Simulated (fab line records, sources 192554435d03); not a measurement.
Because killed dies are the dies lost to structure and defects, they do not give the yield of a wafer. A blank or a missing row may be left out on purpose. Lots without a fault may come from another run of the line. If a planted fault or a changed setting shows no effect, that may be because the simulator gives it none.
A lot that was struck, set against a sound lot + flow n5_finfet + 14 steps out of a route of 1938
Sound: these wafers, L589.1, L589.5, L589.6. Wafers struck: L584.2, L584.4, L584.5. The cause is given at the end.
At each step with rows: each side's tool, then ch and its chambers, then its first start. Under that, the readings that differ: sound wafers + struck wafers + difference of the means + sigmas: that difference in standard deviations of wafers without a fault.
alike: readings with means less than 2 such deviations apart, plus words and numbers identical on both sides. not compared: withheld readings, readings lacking a value on some wafer, bounds such as >300 that could conceal the same value, and numbers that have no deviation in the record and whose values overlap.
A row with sigmas, a row that says differs or no value, or rows on one side alone: a step with any of these is where the two part. Numbers that don't overlap but have no deviation are shown without sigmas and don't part them. Lack of a reading on every wafer of one side parts them only where that side has two or more wafers.

first, 2 steps without rows for these wafers: N5_BEOL_M2_STRIP_65 (strips in N2/H2); N5_BEOL_M2_STRIP_75 (strips in N2/H2).
N5_BEOL_M2_STRIP_66: strips in CF4.
  sound on rie_diel-05 ch 0,1,2, day 10 08:01; struck on rie_diel-03 ch 0,2,3, day 9 11:19
  alike: drypump_motor_current_A, oes_product_au, rf_fwd_power_W, rf_vpp_V, showerhead_plenum_p_Torr, throttle_valve_pct
  not compared: rf_hours_counter_h
N5_BEOL_M2_HM_OPEN_17: chemistry Cl2/BCl3, target TiN, target depth 20 nm, overetch 6 nm.
  sound on rie_metal-01 ch 0,1, day 10 08:03; struck on rie_metal-02 ch 0,1, day 9 11:22
  alike: drypump_motor_current_A, oes_product_au, rf_fwd_power_W, throttle_valve_pct
  not compared: rf_hours_counter_h
N5_BEOL_M2_STRIP_19: strips in O2.
  sound on rie_diel-01 ch 1,2,3, day 10 08:10; struck on rie_diel-01 ch 2,3, day 9 11:31
  alike: drypump_motor_current_A, oes_product_au, rf_vpp_V, showerhead_plenum_p_Torr, throttle_valve_pct
  not compared: rf_hours_counter_h
N5_BEOL_M2_CD_MEAS_18: pitch 36 nm, target cd 18 nm.
  sound on cd_sem-02, day 10 08:14; struck on cd_sem-01, day 9 11:35
  alike: cd_nm
then, 6 steps without rows for these wafers: N5_BEOL_M2_COAT_67 (time 60 s, resist thk 60 nm); N5_BEOL_M2_COAT_68 (time 60 s, resist thk 12 nm); N5_BEOL_M2_COAT_76 (time 60 s, resist thk 5 nm); N5_BEOL_M2_COAT_22 (resist thk 30 nm); N5_BEOL_M2_EBR_24; N5_BEOL_M2_SOFTBAKE_23 (time 60 s).
N5_BEOL_M2_EXPOSE_25: exposes mask V1, defocus 5 nm.
  sound on euv_scanner-02 ch 0, day 10 08:24; struck on euv_scanner-01, day 9 11:46
  no value came back on the struck wafers for dipole_opening_deg (degrees), exposure_dose_mJ_cm2; on the sound wafers dipole_opening_deg (degrees) reads 30 30 30
  alike: mask
then, 1 step without rows for these wafers: N5_BEOL_M2_PEB_26 (peb time 60 s).

== WHERE THEY PART ==
Only at N5_BEOL_M2_EXPOSE_25, within this record.

WHY: what had been put in by the simulator
Step skipped in full: euv_scanner-01, at N5_BEOL_M2_EXPOSE_25, from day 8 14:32 onward. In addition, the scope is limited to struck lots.
